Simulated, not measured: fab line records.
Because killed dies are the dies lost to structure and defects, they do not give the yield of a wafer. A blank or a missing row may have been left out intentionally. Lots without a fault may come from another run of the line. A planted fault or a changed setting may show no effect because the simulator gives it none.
Chamber matching || flow n5_finfet || ald_sin-04 running N5_GATE_CUT_ALD_22: 4 sister chambers
The step deposits SiNx, target thk 16 nm, pulse time 1 s, ald cycles 320. 16 wafers are shown with their chamber, then 8 later ones without.

WAFERS WITH THEIR CHAMBER
{"wafer": "L076.1", "chamber": 0, "heater_power_w (W)": 848, "precursor_pulse_height_rel": 1.012}
{"wafer": "L076.4", "chamber": 1, "heater_power_w (W)": 857, "precursor_pulse_height_rel": 1.014}
{"wafer": "L076.6", "chamber": 2, "heater_power_w (W)": 935, "precursor_pulse_height_rel": 0.988}
{"wafer": "L078.2", "chamber": 1, "heater_power_w (W)": 877, "precursor_pulse_height_rel": 1.002}
{"wafer": "L078.4", "chamber": 0, "heater_power_w (W)": 858, "precursor_pulse_height_rel": 0.978}
{"wafer": "L078.6", "chamber": 2, "heater_power_w (W)": 922, "precursor_pulse_height_rel": 1.008}
{"wafer": "L081.1", "chamber": 2, "heater_power_w (W)": 931, "precursor_pulse_height_rel": 1.024}
{"wafer": "L081.2", "chamber": 1, "heater_power_w (W)": 880, "precursor_pulse_height_rel": 0.962}
{"wafer": "L081.3", "chamber": 0, "heater_power_w (W)": 833, "precursor_pulse_height_rel": 0.999}
{"wafer": "L081.4", "chamber": 3, "heater_power_w (W)": 834, "precursor_pulse_height_rel": 0.989}
{"wafer": "L081.5", "chamber": 2, "heater_power_w (W)": 930, "precursor_pulse_height_rel": 1.006}
{"wafer": "L081.6", "chamber": 1, "heater_power_w (W)": 877, "precursor_pulse_height_rel": 1.006}
{"wafer": "L090.3", "chamber": 1, "heater_power_w (W)": 866, "precursor_pulse_height_rel": 1.023}
{"wafer": "L090.4", "chamber": 0, "heater_power_w (W)": 847, "precursor_pulse_height_rel": 1.045}
{"wafer": "L090.6", "chamber": 1, "heater_power_w (W)": 860, "precursor_pulse_height_rel": 1.003}
{"wafer": "L093.1", "chamber": 2, "heater_power_w (W)": 924, "precursor_pulse_height_rel": 1.030}

SIGNATURES, as means of the wafers listed above
{"reading": "heater_power_w", "chamber 0": 846.50, "chamber 1": 869.50, "chamber 2": 928.40, "chamber 3": 834.00, "scatter within a chamber": 8.72}
{"reading": "precursor_pulse_height_rel", "chamber 0": 1.00850, "chamber 1": 1.00167, "chamber 2": 1.01120, "chamber 3": 0.98900, "scatter within a chamber": 0.0217}
Rule: for each reading, subtract the chamber's mean from the wafer's reading, divide by that reading's scatter and square the result; add these up over the readings and take the root, which gives the wafer's distance from the chamber. If the next closest chamber is less than 2 further off than the closest, the wafer can't be placed; otherwise it belongs to the closest. The scatter: take each reading less its chamber's mean, square it, sum over the shown wafers, divide by the number of wafers less the number of chambers, and take the root.

WAFERS MISSING THEIR CHAMBER
{"wafer": "L093.2", "heater_power_w (W)": 867, "precursor_pulse_height_rel": 1.020}
{"wafer": "L093.3", "heater_power_w (W)": 872, "precursor_pulse_height_rel": 1.011}
{"wafer": "L093.4", "heater_power_w (W)": 869, "precursor_pulse_height_rel": 1.026}
{"wafer": "L093.5", "heater_power_w (W)": 881, "precursor_pulse_height_rel": 0.997}
{"wafer": "L093.6", "heater_power_w (W)": 892, "precursor_pulse_height_rel": 1.018}
{"wafer": "L097.3", "heater_power_w (W)": 867, "precursor_pulse_height_rel": 0.986}
{"wafer": "L097.4", "heater_power_w (W)": 955, "precursor_pulse_height_rel": 0.986}
{"wafer": "L097.5", "heater_power_w (W)": 841, "precursor_pulse_height_rel": 1.000}

EACH ONE'S CHAMBER
{"wafer": "L093.2", "from the rows above": "can't be placed: 1 or 0", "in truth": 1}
{"wafer": "L093.3", "from the rows above": 1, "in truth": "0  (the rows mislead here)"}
{"wafer": "L093.4", "from the rows above": "can't be placed: 1 or 0", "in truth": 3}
{"wafer": "L093.5", "from the rows above": 1, "in truth": 1}
{"wafer": "L093.6", "from the rows above": "can't be placed: 1 or 2", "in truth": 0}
{"wafer": "L097.3", "from the rows above": "can't be placed: 1 or 0", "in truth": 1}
{"wafer": "L097.4", "from the rows above": 2, "in truth": 2}
{"wafer": "L097.5", "from the rows above": "can't be placed: 0 or 3", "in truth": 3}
Placed correctly: 2 of 8. From these rows, 5 cannot be placed; in 3 the true chamber is one of the candidates. Placed wrongly: 1.
